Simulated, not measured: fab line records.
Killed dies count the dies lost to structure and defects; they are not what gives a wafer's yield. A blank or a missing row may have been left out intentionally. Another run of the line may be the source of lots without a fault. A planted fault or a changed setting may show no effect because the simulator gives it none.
fab line records	flow n5Finfet
[record] lots = 7	wafers = 39
route steps=1938 shown DUMMY_GATE@214 SD_EPI_P@302 HKMG_FIN@438 BEOL_M0_SAQP@633 BEOL_M9@1404
startH: hours from the record's opening day to when the first of the lot's shown wafers began	waitH: hours elapsed since this lot's preceding step	" as in the row above	L1.1+2: one row covering several wafers at once	- no value, or no start given	* or withheld: withheld	< > ~ a bound
route shown NAME@n: names a module that has steps shown in the file, with the first one's number in the route	usual: mean/standard deviation taken from wafers without a fault	same: alike in all rows	chamber/n: place in a boat	sites: readings site by site	_std_site: standard deviation across them	_edge_site: the outer-site mean with the inner-site mean subtracted	radiusMm: how far each site lies from the wafer's centre	mask NAME#n: copy n	behind: the last tool/chamber to shape the wafer	hold: what put the lot on hold/how long, in hours/how the hold closed	device: names the non-switching transistor (n, p or np)	end of line: the tests these same wafers got at the end of their route	a step given without rows: its recipe and nothing more	killed: count of dies lost to structure and defects at first sort (not the wafer's yield)	map: a wafer's dies, marking killed ones x, the rest . and places with no die _
set.NAME: the setting that was run; set.NAME@STEP: the one run at that earlier step	model.NAME: the simulator's own value behind a step, which no gauge read
lots whose settings were changed on purpose; a table a step, a row a wafer
[[steps]]
[step N5_DUMMY_GATE_ALD_02]
[recipe] material = SiO2	targetThkA = 20	tempC = 300	aldPrecursorFamily = BDEAS	aldCoReactant = O2-plasma	pulseTimeS = 1	pressureTorr = 2
lot.wafer	tool	chamber	startH	waitH	set.targetThkA	model.SiO2_of_DUMMY_GATE_ALD_02.thkNm
L074.1+2+3+4+5+6	aldSin-03	0,1,2,3,0,1	36.65	0.0	20	2
L076.1+2+3+4+5+6	aldSin-04	1,2,0,3,1,0	59.33	0.0	20	2
L084.4+5+6	aldSin-01	3,1,0	98.03	1.0	20	2
L085.1+2+3+4+5+6	aldSin-03	1,0,3,2,3,2	107.11	0.6	20	2
L086.1+2+3+4+5+6	aldSin-01	1,3,0,2,0,1	114.69	0.1	20	2
L089.1+5+6	aldSin-04	3,3,2	128.07	0.0	20	2
L089.2+3+4	"	2,0,0	"	"	16.98	1.6
L096.1+2+5	aldSin-04	0,3,3	171.55	0.0	20	2
L096.3+4+6	"	2,1,0	"	"	25.6	2.6
[step N5_DUMMY_GATE_CVD_03]
[recipe] material = a-Si	targetThkA = 1500	tempC = 530	precursor = SiH4	timeS = 8042
[step N5_DUMMY_GATE_PRECLEAN_46]
[recipe] chemistry = DIW	timeS = 89.5	tempC = 23
[step N5_DUMMY_GATE_ETCH_32]
[recipe] chemistry = CF4	target = SiO2	targetDepthA = 35	timeS = 3.9	ionEnergyEv = 350	pressureMtorr = 10	icpW = 800	biasW = 400	cf4FlowSccm = 80
[step N5_DUMMY_GATE_ETCH_23]
[recipe] chemistry = HBr/Cl2/O2	HBr_flow_sccm = 150	Cl2_flow_sccm = 80	O2_flow_sccm = 12	biasW = 102	targetDepthA = 410	timeS = 22.3	target = poly-Si	maskMaterial = SiO2	pressureMtorr = 10	icpW = 800
[step N5_DUMMY_GATE_ETCH_44]
[recipe] chemistry = HBr/O2	overEtchFrac = 0.7	targetDepthA = 1275	stopOn = SiO2	ionEnergyEv = 60	biasW = 20	target = poly-Si	maskMaterial = SiO2	pressureMtorr = 20	icpW = 400	HBr_flow_sccm = 120	O2_flow_sccm = 10
lot.wafer	tool	chamber	startH	waitH	set.targetThkA@DUMMY_GATE_ALD_02	model.SiO2_of_DUMMY_GATE_ALD_02.thkNm
L074.1+2+3+4+5+6	rieSi-05	2,1,0,3,0,3	45.96	0.0	20	2
L076.1+2+3+4+5+6	rieSi-05	3,1,0,2,2,1	69.44	0.0	20	2
L084.4+5+6	rieSi-01	1,0,3	107.55	0.0	20	2
L085.1+2+3+4+5+6	rieSi-01	3,2,1,0,3,2	116.57	0.0	20	2
L086.1+2+3+4+5+6	rieSi-04	3,1,2,0,1,2	126.04	0.0	20	2
L089.1+5+6	rieSi-01	2,0,3	141.04	0.0	20	2
L089.2+3+4	"	1,3,0	"	"	16.98	1.6
L096.1+2+5	rieSi-05	3,2,1	182.78	0.0	20	2
L096.3	"	1	"	"	25.6	2.6
L096.4+6	"	0	"	"	25.6	2.4
[step N5_SD_EPI_P_DEVELOP_08]
[recipe] developTimeS = 30	developer = TMAH	resist = CAR-ArF-block	devTempC = 23	rinseLiquid = diw	dry = airSpin
lot.wafer	tool	chamber	startH	waitH	set.developTimeS
L074.1+4+6	lithoTrack-05	0	-	-	30
L074.2+3+5	"	0	"	"	45.93
L076.1+2+3+4+5+6	lithoTrack-03	0	-	-	30
L084.4+5+6	lithoTrack-03	0	-	-	30
L085.1+3+6	lithoTrack-05	0	-	-	46.55
L085.2+4+5	"	0	"	"	30
L086.1+3+4	lithoTrack-05	0	-	-	34.96
L086.2+5+6	"	0	"	"	30
L089.1+3+6	lithoTrack-03	0	-	-	30
L089.2+4+5	"	0	"	"	41.35
L096.1+4+5	lithoTrack-03	0	-	-	46.04
L096.2+3+6	"	0	"	"	30
[step N5_SD_EPI_P_CD_MEAS_09]
[recipe] targetCdNm = 240	landingEnergyEv = 500	detector = seInlens
[usual] cdNm = 240.1/0.76
lot.wafer	tool	chamber	startH	waitH	set.developTimeS@SD_EPI_P_DEVELOP_08	cdNm
L074.1	cdSem-02	0	52.30	-	30	239.7
L074.2	"	0	"	"	45.93	241.8
L074.3	"	0	"	"	45.93	241.4
L074.4	"	0	"	"	30	239.6
L074.5	"	0	"	"	45.93	242.2
L074.6	"	0	"	"	30	239.6
L076.1	cdSem-03	0	75.48	-	30	238.6
L076.2	"	0	"	"	30	239.0
L076.3	"	0	"	"	30	239.7
L076.4	"	0	"	"	30	239.6
L076.5	"	0	"	"	30	240.7
L076.6	"	0	"	"	30	239.7
L084.4	cdSem-03	0	116.57	-	30	239.4
L084.5	"	0	"	"	30	239.1
L084.6	"	0	"	"	30	240.2
L085.1	cdSem-03	0	122.85	-	46.55	243.6
L085.2	"	0	"	"	30	241.2
L085.3	"	0	"	"	46.55	243.4
L085.4	"	0	"	"	30	240.9
L085.5	"	0	"	"	30	240.9
L085.6	"	0	"	"	46.55	243.0
L086.1	cdSem-02	0	134.49	-	34.96	240.6
L086.2	"	0	"	"	30	240.3
L086.3	"	0	"	"	34.96	240.7
L086.4	"	0	"	"	34.96	241.5
L086.5	"	0	"	"	30	239.5
L086.6	"	0	"	"	30	239.9
L089.1	cdSem-02	0	148.40	-	30	239.1
L089.2	"	0	"	"	41.35	240.8
L089.3	"	0	"	"	30	239.0
L089.4	"	0	"	"	41.35	240.1
L089.5	"	0	"	"	41.35	240.9
L089.6	"	0	"	"	30	240.1
L096.1	cdSem-03	0	190.68	-	46.04	243.3
L096.2	"	0	"	"	30	240.7
L096.3	"	0	"	"	30	240.9
L096.4	"	0	"	"	46.04	243.9
L096.5	"	0	"	"	46.04	243.3
L096.6	"	0	"	"	30	240.4
[step N5_SD_EPI_P_DESCUM_14]
[recipe] chemistry = O2	timeS = 7.9	sourcePowerW = 50	biasPowerW = 20	pressureMtorr = 20	rfFrequencyHz = 2.712e+07	tempC = 40	resist = CAR-ArF-block	o2FlowSccm = 225
lot.wafer	tool	chamber	startH	waitH	set.developTimeS@SD_EPI_P_DEVELOP_08	model.SD_EPI_P.cdNm
L074.1+6	rieDiel-05	2,0	52.44	0.1	30	239.6
L074.2	"	3	"	"	45.93	241.8
L074.3	"	1	"	"	45.93	241.2
L074.4	"	0	"	"	30	240
L074.5	"	3	"	"	45.93	242.6
L076.1+2	rieDiel-01	3,2	75.57	0.0	30	238.8
L076.3+4	"	0,1	"	"	30	239.6
L076.5	"	3	"	"	30	240.6
L076.6	"	0	"	"	30	239.8
L084.4+5	rieDiel-06	1,3	116.65	0.0	30	239.4
L084.6	"	2	"	"	30	240.2
L085.1	rieDiel-06	2	122.97	0.1	46.55	243.6
L085.2	"	3	"	"	30	241
L085.3	"	1	"	"	46.55	243.2
L085.4	"	0	"	"	30	240.6
L085.5	"	1	"	"	30	241.2
L085.6	"	0	"	"	46.55	242.8
L086.1	rieDiel-01	1	134.58	0.0	34.96	240.6
L086.2	"	0	"	"	30	240.2
L086.3	"	3	"	"	34.96	241
L086.4	"	2	"	"	34.96	241.6
L086.5	"	2	"	"	30	239.8
L086.6	"	1	"	"	30	240.4
L089.1	rieDiel-06	0	148.49	0.0	30	238.8
L089.2	"	2	"	"	41.35	240.4
L089.3	"	1	"	"	30	239.2
L089.4	"	3	"	"	41.35	240.2
L089.5	"	2	"	"	41.35	240.8
L089.6	"	1	"	"	30	240
L096.1	rieDiel-05	0	190.88	0.1	46.04	243.2
L096.2	"	3	"	"	30	241.2
L096.3	"	2	"	"	30	240.8
L096.4	"	1	"	"	46.04	244
L096.5	"	3	"	"	46.04	243.8
L096.6	"	2	"	"	30	240.2
[step N5_HKMG_FIN_ETCH_35]
[recipe] chemistry = N2/H2	target = SOC	targetDepthA = 2158	ionEnergyEv = 65	biasW = 5	sourceW = 3000	timeS = 243.4	pressureMtorr = 30	n2FlowSccm = 200	h2FlowSccm = 200
lot.wafer	tool	chamber	startH	waitH	set.targetDepthA	model.SOC_of_HKMG_FIN_COAT_29.thkNm	model.etch.depthNm	model.HKMG_FIN.featureDepthNm
L074.1	rieDiel-02	0	75.03	0.0	2158	91.4	209.7	209.8
L074.2	"	3	"	"	1558	137.4	163.4	163.4
L074.3	"	2	"	"	1558	147.4	153.4	153.4
L074.4	"	1	"	"	1558	149.6	151.4	151.4
L074.5	"	3	"	"	2158	77.4	223.5	223.4
L074.6	"	2	"	"	2158	87.6	213.1	213.2
L076.1	rieDiel-03	3	96.91	0.0	2158	88.4	211.2	211.2
L076.2	"	2	"	"	2158	82.2	218.6	218.6
L076.3	"	1	"	"	2497	53.6	246.9	247
L076.4	"	0	"	"	2497	43.2	257.2	257.2
L076.5	"	2	"	"	2158	79.8	219.4	219.4
L076.6	"	1	"	"	2497	52	248.7	248.8
L084.4	rieDiel-02	1	139.12	0.0	2158	88.6	212.1	212.2
L084.5	"	3	"	"	2158	74.8	225.9	225.8
L084.6	"	0	"	"	2158	90.2	210.7	210.8
L085.1	rieDiel-03	1	144.13	0.0	2158	88	211.9	212
L085.2	"	3	"	"	2495	55	245.6	245.6
L085.3	"	2	"	"	2158	82.4	217.5	217.4
L085.4	"	0	"	"	2495	44.4	255.9	255.8
L085.5	"	0	"	"	2158	79.4	220.8	220.8
L085.6	"	1	"	"	2495	56.8	243	243
L086.1	rieDiel-02	3	155.83	0.0	2158	76.6	222.7	222.6
L086.2	"	1	"	"	2524	48.8	250.5	250.6
L086.3	"	0	"	"	2158	85	213.7	213.6
L086.4	"	2	"	"	2524	49.4	249.9	250
L086.5	"	1	"	"	2524	52.2	247.8	247.8
L086.6	"	2	"	"	2158	85	214	214
L089.1	rieDiel-02	2	170.05	0.0	2158	87.2	212.9	212.8
L089.2	"	3	"	"	2158	75	224.8	224.8
L089.3	"	1	"	"	2158	88.4	211.6	211.6
L089.4	"	0	"	"	2158	90.2	210.1	210
L089.5	"	1	"	"	2158	89.4	210.7	210.6
L089.6	"	2	"	"	2158	88.2	212.4	212.4
L096.1	rieDiel-02	2	214.03	0.0	2158	91	210.5	210.4
L096.2	"	0	"	"	2158	90.6	211.5	211.6
L096.3	"	3	"	"	1141	182.6	118.7	118.8
L096.4	"	1	"	"	2158	91.6	209.8	209.8
L096.5	"	0	"	"	1141	190.4	112.2	112.2
L096.6	"	3	"	"	1141	182.4	118.9	119
[step N5_BEOL_M0_SAQP_ILD_DEP_01]
[recipe] material = SiOC	targetThkA = 454.19	tempC = 350	precursor = DEMS/O2	pressureTorr = 5	rfW = 500	timeS = 8.7
lot.wafer	tool	chamber	startH	waitH	set.timeS	model.SiOC_of_BEOL_M0_SAQP_ILD_DEP_01.thkNm
L074.1+2	pecvd-02	0,2	108.43	0.0	8.7	44.6
L074.3	"	1	"	"	7.246	37.6
L074.4	"	0	"	"	7.246	38
L074.5	"	2	"	"	8.7	45.4
L074.6	"	1	"	"	7.246	38.4
L076.1	pecvd-04	1	129.11	0.0	6.485	32.8
L076.2	"	0	"	"	6.485	34
L076.3	"	2	"	"	8.7	44.4
L076.4	"	0	"	"	8.7	46.2
L076.5	"	2	"	"	8.7	45.4
L076.6	"	1	"	"	6.485	33.8
L084.4	pecvd-04	2	168.31	0.0	8.7	45.2
L084.5	"	1	"	"	8.7	45
L084.6	"	2	"	"	8.7	44.8
L085.1+2	pecvd-04	2,1	172.67	0.0	8.7	44.8
L085.3+4+5	"	1,2,2	"	"	8.7	45.4
L085.6	"	1	"	"	8.7	45.6
L086.1	pecvd-04	1	190.70	0.0	8.7	45
L086.2	"	2	"	"	8.7	44.2
L086.3	"	1	"	"	8.7	45.2
L086.4+6	"	2,1	"	"	4.965	25.8
L086.5	"	2	"	"	4.965	26.2
L089.1+2	pecvd-01	2,1	202.12	0.0	8.7	45.2
L089.3	"	0	"	"	8.7	44.8
L089.4+5	"	0,1	"	"	8.7	45.6
L089.6	"	2	"	"	8.7	46
L096.1	pecvd-04	1	246.25	0.0	4.96	25.6
L096.2	"	0	"	"	8.7	45
L096.3	"	2	"	"	4.96	26
L096.4	"	1	"	"	8.7	45.8
L096.5	"	2	"	"	4.96	26.2
L096.6	"	0	"	"	8.7	46.2
[step N5_BEOL_M9_PECVD_70]
[recipe] material = SiO2	targetThkA = 200	tempC = 400	precursor = TEOS/O2	pressureTorr = 5.5	rfW = 450	teosFlowSccm = 53.8	gas = O2	flowSccm = 3000	timeS = 22.7
lot.wafer	tool	chamber	startH	waitH	set.timeS	model.SiO2_of_BEOL_M9_PECVD_70.thkNm
L074.1	pecvd-03	1	201.42	0.0	35.5	30.6
L074.2	"	0	"	"	35.5	30.4
L074.3	"	2	"	"	22.7	19.6
L074.4	"	0	"	"	35.5	31.2
L074.5+6	"	2,1	"	"	22.7	19.8
L076.1+2	pecvd-03	1,2	229.69	0.0	22.7	19.6
L076.3+4+5	"	1,2,2	"	"	22.7	19.8
L076.6	"	1	"	"	22.7	20.2
L084.4+5+6	pecvd-03	2,0,1	278.33	0.1	22.7	20.6
L085.1+3+4	pecvd-01	1,0,2	283.04	0.0	22.7	19.6
L085.2	"	2	"	"	22.7	19.4
L085.5+6	"	1,0	"	"	22.7	19.8
L086.1+5	pecvd-01	0,1	294.08	0.0	22.7	19.6
L086.2+3+4	"	2,1,0	"	"	14.83	13.2
L086.6	"	2	"	"	22.7	20.2
L089.1	pecvd-02	2	312.91	0.0	22.7	20
L089.2	"	0	"	"	22.7	19.6
L089.3	"	1	"	"	28.28	25
L089.4+6	"	1,2	"	"	28.28	25.2
L089.5	"	0	"	"	22.7	20.2
L096.1	pecvd-01	2	356.42	0.0	22.7	19.6
L096.2+3	"	0,1	"	"	36.14	30.8
L096.4	"	2	"	"	36.14	31.6
L096.5	"	0	"	"	22.7	20
L096.6	"	1	"	"	22.7	19.8
[[key]]
[split] step = N5_DUMMY_GATE_ALD_02	setting = targetThkA	stated = 20	by = wafer
[response] step = N5_DUMMY_GATE_ALD_02	reading = model.SiO2_of_DUMMY_GATE_ALD_02.thkNm	change = +0.0226	per = 1%	r = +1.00
[response] step = N5_DUMMY_GATE_ETCH_44	reading = model.SiO2_of_DUMMY_GATE_ALD_02.thkNm	change = +0.0189	per = 1%	r = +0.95
[split] step = N5_SD_EPI_P_DEVELOP_08	setting = developTimeS	stated = 30	by = wafer
[response] step = N5_SD_EPI_P_CD_MEAS_09	reading = cdNm	change = +0.044	per = 1%	r = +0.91
[response] step = N5_SD_EPI_P_DESCUM_14	reading = model.SD_EPI_P.cdNm	change = +0.0435	per = 1%	r = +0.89
[split] step = N5_HKMG_FIN_ETCH_35	setting = targetDepthA	stated = 2158	by = wafer
[response] step = N5_HKMG_FIN_ETCH_35	reading = model.SOC_of_HKMG_FIN_COAT_29.thkNm	change = -2.03	per = 1%	r = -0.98
[response] step = N5_HKMG_FIN_ETCH_35	reading = model.etch.depthNm	change = +2.03	per = 1%	r = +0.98
[response] step = N5_HKMG_FIN_ETCH_35	reading = model.HKMG_FIN.featureDepthNm	change = +2.03	per = 1%	r = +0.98
[split] step = N5_BEOL_M0_SAQP_ILD_DEP_01	setting = timeS	stated = 8.7	by = wafer
[response] step = N5_BEOL_M0_SAQP_ILD_DEP_01	reading = model.SiOC_of_BEOL_M0_SAQP_ILD_DEP_01.thkNm	change = +0.449	per = 1%	r = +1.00
[split] step = N5_BEOL_M9_PECVD_70	setting = timeS	stated = 22.7	by = wafer
[response] step = N5_BEOL_M9_PECVD_70	reading = model.SiO2_of_BEOL_M9_PECVD_70.thkNm	change = +0.194	per = 1%	r = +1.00
